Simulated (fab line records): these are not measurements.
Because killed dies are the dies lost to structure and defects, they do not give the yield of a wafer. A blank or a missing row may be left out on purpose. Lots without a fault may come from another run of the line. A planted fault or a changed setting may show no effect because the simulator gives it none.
Matching of chambers ; flow n5-finfet ; N5_BEOL_M8_STRIP_36 on rie-diel-03: 4 sister chambers
The step strips in N2/H2. 8 wafers are shown with their chamber, then 7 later ones without.

## WAFERS, EACH WITH ITS CHAMBER
wafer;chamber;throttle-valve-pct (%);showerhead-plenum-p-Torr (Torr)
L078.6;0;23.0;2.60
L082.1;1;24.0;2.59
L082.2;2;23.0;2.70
L082.3;0;23.0;2.60
L086.4;1;24.1;2.59
L086.5;2;23.0;2.69
L088.3;3;23.4;2.45
L088.4;3;23.4;2.45

## WAFERS MISSING THEIR CHAMBER
wafer;throttle-valve-pct (%);showerhead-plenum-p-Torr (Torr)
L088.6;22.8;2.59
L092.2;23.4;2.44
L092.4;23.0;2.69
L092.6;22.9;2.59
L095.1;23.0;2.68
L095.3;23.4;2.44
L095.5;22.9;2.58

## THE CHAMBER EACH PASSED THROUGH
wafer;from the rows above;in truth
L088.6;0;0
L092.2;3;3
L092.4;2;2
L092.6;0;0
L095.1;2;2
L095.3;3;3
L095.5;0;0
7 of 7 placed correctly. Number that these rows cannot place: 0. 0 placed wrongly.
How it was worked out, from the rows above alone: a wafer's distance from a chamber is the root of the sum, over the readings, of the square of ((its reading less the chamber's mean) divided by the reading's scatter). If the next closest chamber is less than 2 further off than the closest, the wafer can't be placed; otherwise it belongs to the closest. The mean given for a chamber averages the wafers shown for that chamber. How the scatter is found: for the shown wafers, subtract from each reading the mean of its chamber, square and add these, divide the total by (wafers less chambers), then take the root.
